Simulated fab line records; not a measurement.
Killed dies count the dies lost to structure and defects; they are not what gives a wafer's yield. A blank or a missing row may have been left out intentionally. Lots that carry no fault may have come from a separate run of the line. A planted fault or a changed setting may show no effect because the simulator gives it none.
fab line records ; flow n5Finfet
record lots=4; wafers=12; lastDay=18
route steps=1938 shown MOL_CONTACT_COAG@596 BEOL_M0_SAQP@632 BEOL_M4@1111 PASSIVATION@1936
lots untouched by any fault: they come from a run of this same line in which no faults occurred
startH: start of the lot's first displayed wafer, in hours after the record's first day ; waitH: how many hours have passed since the lot's step before this one ; " the same as in the row above ; L1.1+2: a row that stands for several wafers ; - either no value or no given start ; * or withheld: withheld ; < > ~ a bound
route shown NAME@n: names a module that has steps shown in the file, with the first one's number in the route ; usual: mean/standard deviation of fault-free wafers ; same: alike in all rows ; chamber/n: place in a boat ; sites: readings site by site ; _std_site: the standard deviation of these ; _edge_site: outer sites' mean less inner sites' ; radiusMm: how far each site lies from the wafer's centre ; mask NAME#n: copy n ; behind: tool/chamber where the wafer was last shaped ; hold: the reason the lot was held/the length of the hold in hours/how it ended ; device: which transistor (n, p or np) failed to switch ; end of line: the same wafers' tests at the end of the route ; where a step has no rows: the recipe by itself ; killed: not the wafer's yield, but the dies lost to structure and defects at the first sort ; map: shows each die of a wafer: x if killed, . if not, _ if none is there
set.NAME: the setting the step ran with; set.NAME@STEP: the setting that earlier step ran with ; model.NAME: the simulator's own value behind a step, which no gauge read
certain route steps with their lots: each step a table, each wafer a row
services: a tool's chamber out of use, with start hour (startH, from the record's first day; less than 0 if before it), hours out, and reason
## steps
# step N5_MOL_CONTACT_COAG_COAT_34
# recipe resist=CAR-EUV; spinRpm=1500; resistThkNm=40
# step N5_MOL_CONTACT_COAG_EBR_36
# recipe solvent=PGMEA; ebrWidthMm=1.5
# step N5_MOL_CONTACT_COAG_SOFTBAKE_35
# recipe tempC=110; timeS=60; resist=CAR-EUV
# step N5_MOL_CONTACT_COAG_EXPOSE_37
# recipe maskId=VD; na=0.33; sourceShape=annular; sigmaInner=0.3; sigmaOuter=0.7; polarization=unpolarized; defocusNm=0; doseMj=62
# step N5_MOL_CONTACT_COAG_PEB_38
# recipe pebTempC=100; pebTimeS=60; resist=CAR-EUV
# step N5_MOL_CONTACT_COAG_DEVELOP_39
# recipe developTimeS=30; developer=TMAH; resist=CAR-EUV; rinseLiquid=surfactantRinse; dry=airSpin; devTempC=23
# step N5_MOL_CONTACT_COAG_DESCUM_45
# recipe chemistry=O2; timeS=7; sourcePowerW=50; biasPowerW=20; pressureMtorr=20; rfFrequencyHz=2.712e+07; tempC=40; resist=CAR-EUV; o2FlowSccm=225
# step N5_MOL_CONTACT_COAG_ETCH_65
# recipe chemistry=N2/H2; target=underlayer; targetDepthA=130; maskMaterial=CAR-EUV; timeS=10.4; ionEnergyEv=200; pressureMtorr=30; sourceW=840; biasW=150; n2FlowSccm=200; h2FlowSccm=200; ends=cleared
# step N5_MOL_CONTACT_COAG_ETCH_66
# recipe chemistry=CF4; target=SiARC; targetDepthA=130; maskMaterial=CAR-EUV; timeS=21.7; ionEnergyEv=80; pressureMtorr=40; sourceW=545; biasW=36; Ar_flow_sccm=100; cf4FlowSccm=100; ends=cleared
# step N5_MOL_CONTACT_COAG_ALD_133
# recipe material=SiO2; targetThkA=50; tempC=100; aldPrecursorFamily=BDEAS; aldCoReactant=O2-plasma; pulseTimeS=1; coReactantPulseTimeS=1; purgeTimeS=2; coReactantPurgeTimeS=2; aldCycles=35; pressureTorr=2
# usual aldCycles=35/0; chamberPressureTorr=2.000/0.0038; heaterPowerW=77/8.6; precursorPulseHeightRel=0.999/0.021
# same pulseTimeS=1
lot.wafer;tool;chamber;startH;waitH;aldCycles;chamberPressureTorr;heaterPowerW;precursorPulseHeightRel;model.SiO2_of_MOL_CONTACT_COAG_ALD_133.thkNm
L507.1;aldSin-04;1;102.88;0.1;35;1.997;78;1.019;5
L507.4;aldSin-04;3;102.88;0.1;35;2.000;81;0.976;5
L507.5;aldSin-04;1;102.88;0.1;35;1.997;81;1.026;5
L511.2;aldSin-02;3;127.86;0.1;35;1.998;68;1.009;5
L511.4;aldSin-02;1;127.86;0.1;35;1.999;95;1.005;5
L511.6;aldSin-02;0;127.86;0.1;35;2.004;84;0.982;5
L523.1;aldSin-04;0;198.46;0.1;35;1.997;71;1.009;5
L523.2;aldSin-04;2;198.46;0.1;44;2.003;71;1.018;6.2
L523.5;aldSin-04;0;198.46;0.1;35;1.995;73;0.982;5
L530.3;aldSin-04;3;234.95;0.1;35;1.997;79;1.001;5
L530.4;aldSin-04;1;234.95;0.1;44;2.002;81;1.014;6.2
L530.5;aldSin-04;2;234.95;0.1;35;2.001;73;0.984;5
# step N5_MOL_CONTACT_COAG_ETCHBACK_134
# recipe chemistry=CHF3; target=SiO2; targetDepthA=100; timeS=6.7; ionEnergyEv=200; pressureMtorr=30; sourceW=610; biasW=170; Ar_flow_sccm=200; CHF3_flow_sccm=50
# step N5_MOL_CONTACT_COAG_ETCH_67
# recipe chemistry=N2/H2; target=SOC; targetDepthA=600; overetchA=210; maskMaterial=SiARC; tempC=40; timeS=101.2; ionEnergyEv=200; pressureMtorr=30; sourceW=840; biasW=150; n2FlowSccm=200; h2FlowSccm=200
# step N5_MOL_CONTACT_COAG_STRIP_68
# recipe chemistry=N2/H2; tempC=40; n2FlowSccm=200; h2FlowSccm=200; rfFrequencyHz=6e+07
# step N5_MOL_CONTACT_COAG_STRIP_69
# recipe chemistry=N2/H2; tempC=40; n2FlowSccm=200; h2FlowSccm=200; rfFrequencyHz=6e+07
# step N5_MOL_CONTACT_COAG_ETCHBACK_136
# recipe chemistry=CHF3; target=SiO2; targetDepthA=250; timeS=16.7; ionEnergyEv=200; pressureMtorr=30; sourceW=610; biasW=170; Ar_flow_sccm=200; CHF3_flow_sccm=50
# step N5_MOL_CONTACT_COAG_STRIP_120
# recipe chemistry=CHF3; resist=SiARC; rfFrequencyHz=6e+07
# step N5_MOL_CONTACT_COAG_VIA_ETCH_117
# recipe chemistry=C4F6/O2; targetDepthA=400; overetchA=80; maskMaterial=SOC; target=SiO2; biasW=455; pressureMtorr=10; timeS=26; sourceW=325; Ar_flow_sccm=300; C4F6_flow_sccm=10; O2_flow_sccm=10; ionEnergyEv=575.3; ends=endPoint
# step N5_MOL_CONTACT_COAG_ETCH_124
# recipe chemistry=CH3F/O2; target=SiNx; targetDepthA=65; maskMaterial=SOC; stopOn=SiOC; overEtchFrac=0.3; ionEnergyEv=120; pressureMtorr=30; sourceW=395; biasW=73; Ar_flow_sccm=150; CH3F_flow_sccm=30; O2_flow_sccm=20; ends=endPoint
# step N5_MOL_CONTACT_COAG_ETCH_48
# recipe chemistry=C4F6/O2; targetDepthA=150; overetchA=45; maskMaterial=SOC; target=SiOC; biasW=465; pressureMtorr=10; timeS=17; sourceW=335; Ar_flow_sccm=300; C4F6_flow_sccm=10; O2_flow_sccm=10; ionEnergyEv=576
# step N5_MOL_CONTACT_COAG_STRIP_72
# recipe chemistry=N2/H2; powerW=450; tempC=40; pressureMtorr=20; rfFrequencyHz=6e+07; overashFraction=3; biasPowerW=7; h2Frac=0.5; n2FlowSccm=200; h2FlowSccm=200
# step N5_MOL_CONTACT_COAG_STRIP_49
# recipe chemistry=N2/H2; timeS=30; powerW=1000; tempC=250; pressureMtorr=withheld; n2FlowSccm=1750; h2FlowSccm=3250
# step N5_MOL_CONTACT_COAG_PRECLEAN_138
# recipe chemistry=alkalineClean; tempC=60; timeS=60; doPpb=50
# step N5_MOL_CONTACT_COAG_SRD_139
# recipe dry=ipaMarangoni; timeS=30; tempC=23; rinseLiquid=diw
# step N5_MOL_CONTACT_COAG_PRE_CLEAN_121
# recipe gas=H2/He; timeS=*; tempC=withheld
# step N5_MOL_CONTACT_COAG_CVD_140
# recipe material=W; targetThkA=665; mode=selectiveFill; tempC=300; timeS=215
# step N5_MOL_CONTACT_COAG_PRECLEAN_127
# recipe chemistry=DIW; timeS=57.5; tempC=23
# step N5_MOL_CONTACT_COAG_SRD_128
# recipe dryTimeS=32; dry=n2Spin; spinRpm=1500
# step N5_MOL_CONTACT_COAG_CMP_52
# recipe stopOn=SiO2; tOverpolishS=1.5; postCmpClean=wDiluteNh4oh; downForcePsi=4; platenRpm=50.289; padVelocityMS=1.0006; targetThkNm=66.5
# step N5_MOL_CONTACT_COAG_ANNEAL_112
# recipe tempC=400; timeS=1800; ambient=HPD2; pressureAtm=10
# step N5_BEOL_M0_SAQP_PECVD_00
# recipe material=SiCN; targetThkA=80; tempC=withheld; precursor=3MS/NH3; pressureTorr=3; rfW=202; timeS=14
# step N5_BEOL_M0_SAQP_ILD_DEP_01
# recipe material=SiOC; targetThkA=454.19; tempC=350; precursor=DEMS/O2; pressureTorr=5; rfW=500; timeS=8.7
# step N5_BEOL_M0_SAQP_HM_DEP_02
# recipe material=TiN; targetThkA=120; tempC=25; chamberPressurePa=0.49996
# step N5_BEOL_M0_SAQP_PECVD_03
# recipe material=SiCN; targetThkA=120; tempC=withheld; precursor=3MS/NH3; pressureTorr=3; rfW=202; timeS=21.1
# step N5_BEOL_M0_SAQP_PECVD_96
# recipe material=a-Si; targetThkA=450; tempC=350; precursor=SiH4/He; pressureTorr=3; rfW=100; timeS=45.2
# step N5_BEOL_M0_SAQP_PECVD_97
# recipe material=SiNx; targetThkA=230; tempC=350; precursor=SiH4/NH3/N2; pressureTorr=1.5; rfW=300; timeS=19.9
# step N5_BEOL_M4_RC_MEAS_101
# usual DIBL_N=36.0/1.7; DIBL_P=36.0/2; IOFF_N=0.156/0.028; IOFF_P=0.21/0.04; ION_N=673/12; ION_P=463/8.3; SS_N=71.4/0.6; SS_P=73.3/0.66; VT_N=250/3; VT_P=-250/3.8
lot.wafer;tool;chamber;startH;waitH;device;DIBL_N[mV/V];DIBL_P[mV/V];IOFF_N[nA/um];IOFF_P[nA/um];ION_N[uA/um];ION_P[uA/um];SS_N[mV/dec];SS_P[mV/dec];VT_N[mV];VT_P[mV]
L507.1;prober-01;0;165.37;0.0;-;36.6;36.3;0.169;0.20;665;462;72.6;73.6;248;-251
L507.4;prober-01;0;165.37;0.0;-;36.5;36.8;0.171;0.21;666;457;72.2;73.2;250;-249
L507.5;prober-01;0;165.37;0.0;-;35.7;35.4;0.155;0.19;682;461;71.5;73.3;250;-250
L511.2;prober-01;0;181.66;0.2;-;36.5;37.9;0.164;0.24;667;462;71.3;73.4;252;-248
L511.4;prober-01;0;181.66;0.2;-;35.1;36.4;0.134;0.22;671;469;71.3;72.9;253;-248
L511.6;prober-01;0;181.66;0.2;-;35.4;37.0;0.144;0.23;671;469;71.8;73.0;250;-248
L523.1;prober-02;0;262.81;0.0;-;39.2;41.1;0.209;0.28;674;460;71.7;74.3;248;-247
L523.2;prober-02;0;262.81;0.0;np;-;-;-;-;-;-;-;-;-;-
L523.5;prober-02;0;262.81;0.0;-;41.7;44.8;0.276;0.36;692;469;72.7;75.1;244;-243
L530.3;prober-02;0;312.89;0.3;-;37.0;38.0;0.186;0.23;682;463;71.3;73.9;247;-249
L530.4;prober-02;0;312.89;0.3;np;-;-;-;-;-;-;-;-;-;-
L530.5;prober-02;0;312.89;0.3;-;36.3;37.7;0.167;0.21;698;474;71.3;73.4;250;-252
# step N5_PASSIVATION_PROBE_49
# usual defectLimitedYield=91.6/1.6; killed_at_M0_to_M3=31/10; killed_at_M4_up=14/6.3; killedAtContacts=12/6.1; killedAtFrontEnd=39/12; killedAtOther=3.7/2.8; killedDies=100/19; killedOnRim=13/4.2; killedOpen=66/14; killedShort=33/8.1; sort_bin_4_leakage=0.00/0.014; sort_bin_5_function=5.0/1.1; sort_bin_6_memory=3.2/0.66; sortNPass=1080/18; sortYieldPct=91.6/1.6
# same grossDies=1180; killedAtBackSide=0; sort_bin_8_speed[%]=0
lot.wafer;tool;chamber;startH;waitH;defectLimitedYield[%];killed_at_M0_to_M3;killed_at_M4_up;killedAtContacts;killedAtFrontEnd;killedAtOther;killedDies;killedOnRim;killedOpen;killedShort;sort_bin_4_leakage[%];sort_bin_5_function[%];sort_bin_6_memory[%];sortNPass;sortYieldPct[%]
L507.1;prober-01;-;270.55;0.0;88.7;44;38;18;33;0;133;16;99;33;0;7.8;3.2;1047;88.7
L507.4;prober-01;-;270.70;0.2;90.4;43;19;6;41;4;113;20;73;40;0;6.4;2.7;1067;90.4
L507.5;prober-01;-;270.75;0.2;90.6;37;28;9;32;5;111;11;79;31;0;6.1;3.1;1069;90.6
L511.2;prober-02;-;286.25;0.1;92.0;22;4;22;43;3;94;13;59;33;0;4.7;3.1;1086;92.0
L511.4;prober-02;-;286.35;0.2;92.4;40;11;12;26;1;90;11;56;33;0;4.7;2.8;1090;92.4
L511.6;prober-02;-;286.45;0.3;93.6;25;9;11;28;2;75;10;47;28;0;4.2;2.1;1105;93.6
L523.1;prober-01;-;376.87;0.0;92.1;31;16;9;32;5;93;13;64;28;0;4.8;2.7;1087;92.1
L523.2;prober-01;-;376.92;0.1;62.6;31;24;336;46;4;441;55;66;50;0;33.7;3.2;739;62.6
L523.5;prober-01;-;377.07;0.2;92.7;19;19;4;36;8;86;12;58;27;0.17;4.6;2.5;1092;92.5
L530.3;prober-02;-;420.03;0.1;91.9;20;11;11;51;3;96;10;67;28;0;5.0;2.7;1084;91.9
L530.4;prober-02;-;420.08;0.2;65.7;20;8;341;36;0;405;54;42;23;0;32.4;1.6;775;65.7
L530.5;prober-02;-;420.13;0.2;89.9;40;11;8;56;4;119;14;93;24;0;5.6;4.2;1061;89.9
# killed by level:class
L507.1 BEOL_M4:geometricParticle:open=23 MOL_CONTACT_COAG:geometricParticle:open=15 BEOL_M3:geometricParticle:open=15 STI_FIN_REVEAL:geometricParticle:open=9 FIN_SAQP:geometricParticle:open=7 FIN_SAQP:geometricParticle:short=7 BEOL_M0_SAQP:geometricParticle:open=6 BEOL_M5:geometricParticle:open=6
L507.4 FIN_SAQP:geometricParticle:open=13 BEOL_M1:geometricParticle:open=10 BEOL_M2:geometricParticle:open=9 FIN_SAQP:geometricParticle:short=8 BEOL_M0_SAQP:geometricParticle:short=8 BEOL_M4:geometricParticle:open=8 GATE_CUT:geometricParticle:short=7 BEOL_M3:geometricParticle:open=5
L507.5 BEOL_M3:geometricParticle:open=20 BEOL_M4:geometricParticle:open=19 FIN_SAQP:geometricParticle:open=7 MOL_CONTACT_COAG:geometricParticle:open=7 STI_FIN_REVEAL:geometricParticle:open=6 BEOL_M0_SAQP:geometricParticle:short=5 GATE_CUT:geometricParticle:open=4 BEOL_M1:geometricParticle:open=4
L511.2 MOL_CONTACT_COAG:geometricParticle:open=14 FIN_SAQP:geometricParticle:short=8 STI_FIN_REVEAL:geometricParticle:open=7 BEOL_M0_SAQP:geometricParticle:open=7 GATE_CUT:geometricParticle:open=6 MOL_CONTACT_COAG:geometricParticle:short=6 STARTING-WAFER:geometricParticle:open=6 FIN_SAQP:geometricParticle:open=5
L511.4 MOL_CONTACT_COAG:geometricParticle:open=10 BEOL_M0_SAQP:geometricParticle:short=10 BEOL_M0_SAQP:geometricParticle:open=9 BEOL_M2:geometricParticle:open=9 FIN_SAQP:geometricParticle:open=5 BEOL_M1:geometricParticle:open=5 BEOL_M4:geometricParticle:open=5 FIN_SAQP:geometricParticle:short=4
L511.6 MOL_CONTACT_COAG:geometricParticle:open=8 BEOL_M0_SAQP:geometricParticle:short=7 FIN_SAQP:geometricParticle:short=5 DUMMY_GATE:geometricParticle:open=5 BEOL_M0_SAQP:geometricParticle:open=5 BEOL_M2:geometricParticle:open=5 STI_FIN_REVEAL:geometricParticle:open=4 BEOL_M4:geometricParticle:open=4
L523.1 BEOL_M3:geometricParticle:open=9 BEOL_M4:geometricParticle:open=9 STI_FIN_REVEAL:geometricParticle:open=8 MOL_CONTACT_COAG:geometricParticle:open=7 BEOL_M0_SAQP:geometricParticle:open=6 GATE_CUT:geometricParticle:short=5 BEOL_M2:geometricParticle:open=5 BEOL_M0_SAQP:geometricParticle:short=4
L523.2 MOL_CONTACT_COAG:areaAld=324 MOL_CONTACT_COAG:geometricParticle:open=10 STI_FIN_REVEAL:geometricParticle:open=7 BEOL_M0_SAQP:geometricParticle:short=7 BEOL_M1:geometricParticle:open=7 FIN_SAQP:geometricParticle:short=6 GATE_CUT:geometricParticle:short=6 BEOL_M3:geometricParticle:open=6
L523.5 BEOL_M4:geometricParticle:open=9 BEOL_M1:geometricParticle:open=6 FIN_SAQP:geometricParticle:short=5 FIN_SAQP:geometricParticle:open=5 STARTING-WAFER:geometricParticle:open=5 STI_FIN_REVEAL:geometricParticle:open=4 DUMMY_GATE:geometricParticle:open=4 GATE_CUT:geometricParticle:short=4
L530.3 STI_FIN_REVEAL:geometricParticle:open=11 FIN_SAQP:geometricParticle:open=10 MOL_CONTACT_COAG:geometricParticle:open=10 BEOL_M3:geometricParticle:open=8 GATE_CUT:geometricParticle:short=7 STI_FIN_REVEAL:geometricParticle:short=4 DUMMY_GATE:geometricParticle:open=4 ILD0:geometricParticle:short=4
L530.4 MOL_CONTACT_COAG:areaAld=337 FIN_SAQP:geometricParticle:open=9 FIN_SAQP:geometricParticle:short=7 BEOL_M0_SAQP:geometricParticle:short=6 BEOL_M3:geometricParticle:open=6 STI_FIN_REVEAL:geometricParticle:open=4 MOL_CONTACT_COAG:geometricParticle:open=4 BEOL_M0:geometricParticle:open=4
L530.5 BEOL_M3:geometricParticle:open=22 FIN_SAQP:geometricParticle:open=16 STI_FIN_REVEAL:geometricParticle:open=9 MOL_CONTACT_COAG:geometricParticle:open=8 DUMMY_GATE:geometricParticle:open=7 FIN_SAQP:geometricParticle:short=6 GATE_CUT:geometricParticle:short=6 GATE_CUT:geometricParticle:open=5
# map L523.2 (x killed, . not)
_________________..xxx..x....________________
______________..x.x.......x.xx.._____________
___________xx.x.xx..xx..x.x..x.xxx.__________
__________..x....x.x.x......x...x.x._________
________.xxxxxx..x.x..x.xx..xx.xx..x.._______
_______.....xx.xxxx...x........x...x...______
______..x.xx........x....x.x.xxx.x.x.x.._____
_____..x....x.xx.xx....x.xxx...x...x...x.____
____.........xx..x..x.xx...x.x..xxx.x....x___
___.x.xx.......xx.......x...xx.x..x..x.....__
___x..xx......x.x......x.x.xx.xxx...x......__
__.....x...x.x..x.......x...x..x....xxx..x.x_
__x.x.xx...x.......xx..x..x.xxxx.xxx...x..x._
_......x..x.xx.x.....x....x.x..xx......xxx...
_xx..x.....xx.x.x..xxxxx...x....xx..x..xx.xxx
_.....x..x.......xx.xxx.........x.....xx..xx.
_..x..xx.....x..xx....x......x..x...x....xxx.
_xx.x..x..x..x.x.x..x.xx..xxx.xxx..x.x.x...x.
_..xx..x.xx.x.xx...xxxx..x..xxx...x.......x..
_x..x..x.x.....xxxxxx.x.xxx.......xx.....x..x
_.xxxx.x...x.xx...x..x.x.xx.x.xx.x...x...xx.x
__..x...x.x....xx.xx.x..xx....x.x.xxx....xxx_
__.....x.x....xx.....x....xxxxx..xx...x.x.x._
___xx.xx..x..........xx.x..x.xx..x..xx.x...__
___..x..xxxxxxx.xx.xxx..xx.xxx...xx.x......__
____.....xxxx.........x..x.x.x..x..xx...xx___
_____x..xx...x..x..xxx..xx..x.xx.......x.____
______..x.....x..x..........x.xx.xx....x_____
_______..x.xx......x...xx....x..x..xxx.______
________.xx....xx.xx..x..x.xxx...x...._______
__________x...x......xx....x...x.x.x_________
___________.x...x.xx..x.x.x.xx.x.x.__________
______________.xx....x.....xx..x_____________
_________________x....x.xxx..________________
# map L530.4 (x killed, . not)
_________________...x..x.x...________________
______________.......x..x.x..x.._____________
___________xx....xxx....x.xx...xxxx__________
__________.x..xxxx.x.x..x...xx.x.xx._________
________x..x.x..xx..x.x.xx..xx.xx..x.._______
_______x...x.......x........xxxxxx.....______
______x..xx.x...x....x.xx.x..x....xxx..._____
_____x.x..x.x..x.....xx.x.x..........x.x.____
____x....x....x.xx..x......xxx...x........___
___xx......xx.x.xx.x..x.....x....xx....x..x__
___.x..x........x..x..xx......x.xxx........__
__xx.x.xx.xx.x.......xx...xx.........xxx...x_
__..x.x.xx..xxx.xx..........x..........x.xx._
_..x....x..xx...x.x.....x.......x..x....xxx.x
_...x......xx....x.x.......x.x..x.xx.x...x...
_.x...x..x..x......x..x.....xx.x..x.....x.xx.
_xx.....x...x..x.xxxx...x.xxxx...xx...xx.....
_.....x.x.......x...x.....xxx.........xx.x.x.
_.....x.x......x.x.....x...xx.x..xx.xx......x
_x.x.x..x.x.xx..x..xx.x.xx....x....x.x.xxx.x.
_..x..x.xx.xxxx..xx....x.xxx.x..x....x...xx..
__x.x.......x..x...xxx.x....x..x.xxxx.xx..x._
__.x....x..x...x.............x..xxx...xx..x._
___.xx...xxxx.......x...x..xx.xx..xx.x.xx..__
___...xx..x....x....x.x.xx...x....x.x..xx.x__
____xxxx.x.x...x....x..x..x..x...x.x....x.___
_____..x...xx..x..x.....x....x....x.x....____
______.x.....x.x.xx...x....x.x..x...x..._____
_______..x...xx.x...xx..x......x...x..x______
________x...x..x....x...x...xxxx.xxxx._______
__________.xx.............xx..x....x_________
___________xx.x.xxx.x..x.x...x.xxx.__________
______________x...xxxx..x...x..x_____________
_________________..x........x________________
## services
tool;chamber;startH;hours;kind
aldSin-04;1;91.70;3.7;repair
aldSin-02;-;139.72;0.6;repair
aldSin-02;-;177.33;14.0;pm
aldSin-02;0;177.33;14.0;ventCycle
aldSin-02;1;177.33;14.0;ventCycle
aldSin-02;2;177.33;14.0;ventCycle
aldSin-02;3;177.33;14.0;ventCycle
aldSin-02;0;191.33;-;clean
aldSin-02;1;191.33;-;clean
aldSin-02;2;191.33;-;clean
aldSin-02;3;191.33;-;clean
aldSin-04;3;194.48;12.8;repair
aldSin-02;3;229.51;6.3;repair
## key
firstSign step=N5_MOL_CONTACT_COAG_ALD_133; reading=aldCycles; direction=up; sigmas=99+; usual=*; struck=*
effect step=N5_BEOL_M4_RC_MEAS_101; reading=device; direction=added
effect step=N5_PASSIVATION_PROBE_49; reading=killedAtContacts; direction=up; sigmas=54; usual=12; struck=338
modelEffect step=N5_MOL_CONTACT_COAG_ALD_133; value=SiO2_of_MOL_CONTACT_COAG_ALD_133.thkNm; without=5; struck=6.2
moreKillsBornAt N5_MOL_CONTACT_COAG_ALD_133@aldSin-04=661
metAt N5_MOL_CONTACT_COAG_ALD_133
struckWafers L523.2,L530.4
onsetBetween 102.88 198.46
fault kind=processParameterDrift; tool=aldSin-04; chamber=-; onsetH=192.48; steps=N5_MOL_CONTACT_COAG_ALD_133; channel=aldCycles; offset=*; shape=step; endH=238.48; scope=struckWafersOnly; actsIn=*; stated=*
